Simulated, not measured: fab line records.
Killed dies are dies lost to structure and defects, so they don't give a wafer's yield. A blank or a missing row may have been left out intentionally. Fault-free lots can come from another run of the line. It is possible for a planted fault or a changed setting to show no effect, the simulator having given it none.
A struck lot beside a sound one ; flow n5Finfet ; 15 out of 1938 route steps
Sound: wafers L189.1, L189.2, L189.5. The struck wafers were L198.2, L198.3, L198.4. The cause is given at the end.
Each step with rows lists, per side, the tool, then ch with its chambers, then its first start. Under that, the readings that differ: sound wafers ; struck wafers ; difference of the means ; sigmas: that difference in standard deviations of wafers without a fault.
alike: readings whose means differ by less than 2 such deviations, and words and numbers that are the same on both sides. not compared: withheld readings, readings that some wafer has no value for, bounds like >300 that may hide the same value, and numbers for which the record gives no deviation and whose values overlap.
A row with sigmas, a row that says differs or no value, or rows on one side alone: a step with any of these is where the two part. Numbers that have no deviation but don't overlap get no sigmas and don't part them. A reading missing from all wafers of one side parts the sides only when that side holds two or more wafers.

N5_BEOL_M5_DESCUM_16: chemistry O2, time 7 s.
  sound on rieDiel-04 ch 0,2, day 9 11:31; struck on rieDiel-04 ch 0,1,2, day 11 18:14
  alike: drypumpMotorCurrentA, o2FlowSccm, oesProductAu, rfVppV, showerheadPlenumPTorr, throttleValvePct
  not compared: rfHoursCounterH
N5_BEOL_M5_ETCH_72: etches underlayer in N2/H2, target depth 6.5 nm, time 5.2 s.
  sound on rieDiel-04 ch 0,2, day 9 11:32; struck on rieDiel-04 ch 0,1,2, day 11 18:16
  alike: drypumpMotorCurrentA, etchRfOnTimeS, oesProductAu, rfVppV, showerheadPlenumPTorr, throttleValvePct
  not compared: rfHoursCounterH
N5_BEOL_M5_ETCH_61: etches SiARC in CF4, target depth 15.6 nm, time 26 s.
  sound on rieDiel-04 ch 0,2, day 9 11:34; struck on rieDiel-04 ch 0,1,2, day 11 18:17
  alike: drypumpMotorCurrentA, etchRfOnTimeS, oesProductAu, rfVppV, showerheadPlenumPTorr, throttleValvePct
  not compared: rfHoursCounterH
then, 3 steps without rows for these wafers: N5_BEOL_M5_ETCH_62 (etches SOC in N2/H2, target depth 75 nm, overetch 15 nm, time 112.5 s); N5_BEOL_M5_STRIP_63 (strips in N2/H2); N5_BEOL_M5_STRIP_73 (strips in N2/H2).
N5_BEOL_M5_STRIP_64: strips in CF4.
  sound on rieDiel-04 ch 0,2, day 9 11:43; struck on rieDiel-04 ch 0,1,2, day 11 18:26
  alike: drypumpMotorCurrentA, oesProductAu, powerW, rfVppV, showerheadPlenumPTorr, throttleValvePct
  not compared: rfHoursCounterH
then, 1 step without rows for these wafers: N5_BEOL_M5_HM_OPEN_17 (chemistry Cl2/BCl3, target TiN, target depth 20 nm, overetch 6 nm).
N5_BEOL_M5_STRIP_19: strips in O2.
  sound on rieDiel-05 ch 1,2, day 9 11:54; struck on rieDiel-02 ch 0,1,2, day 11 18:35
  alike: drypumpMotorCurrentA, o2FlowSccm, oesProductAu, rfVppV, showerheadPlenumPTorr, throttleValvePct
  not compared: rfHoursCounterH
N5_BEOL_M5_CD_MEAS_18: pitch 56 nm, target cd 28 nm.
  sound: cdSem-01 at day 9 11:58; struck: cdSem-03 at day 11 18:40
  alike: cdNm
then, 2 steps without rows for these wafers: N5_BEOL_M5_COAT_65 (time 60 s, resist thk 60 nm); N5_BEOL_M5_COAT_66 (time 60 s, resist thk 12 nm).
N5_BEOL_M5_COAT_74: time 60 s, resist thk 5 nm.
  sound on lithoTrack-01 ch 0, day 9 13:10; struck on lithoTrack-01 ch 0, day 11 23:09
reading;sound;struck;difference;sigmas
heaterPowerTotalW (W);392.7 390.1 389.7;406.0 407.6 405.1;+15.4;+11
plateTempC (C);205.26 204.92 205.12;211.39 211.52 211.45;+6.35;+40
  alike: chillPlateTempC
then, 1 step without rows for these wafers: N5_BEOL_M5_COAT_22 (resist thk 30 nm).
-- a jump in the record: the struck wafers' starts before and after are 4 days apart (it breaks off in module BEOL_M5 and resumes in module PASSIVATION, where the first step shown is number 1936 of the route) --
N5_PASSIVATION_PROBE_49:
  sound: prober-01 at day 14 05:29; struck: prober-01 at day 16 08:00
reading;sound;struck;difference;sigmas
killedAtFrontEnd;51 59 61;26 28 46;-24;-2
  alike: defectLimitedYield, killed_at_M0_to_M3, killed_at_M4_up, killedAtContacts, killedAtOther, killedDies, killedOpen, killedShort, sort_bin_5_function, sort_bin_6_memory, sortNPass, sortYieldPct

WHERE THEY PART
Earliest at N5_BEOL_M5_COAT_74; latest, in this record, at N5_PASSIVATION_PROBE_49.

WHY: the cause the simulator had injected
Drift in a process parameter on lithoTrack-01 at N5_BEOL_M5_COAT_74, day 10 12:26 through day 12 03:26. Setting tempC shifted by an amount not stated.
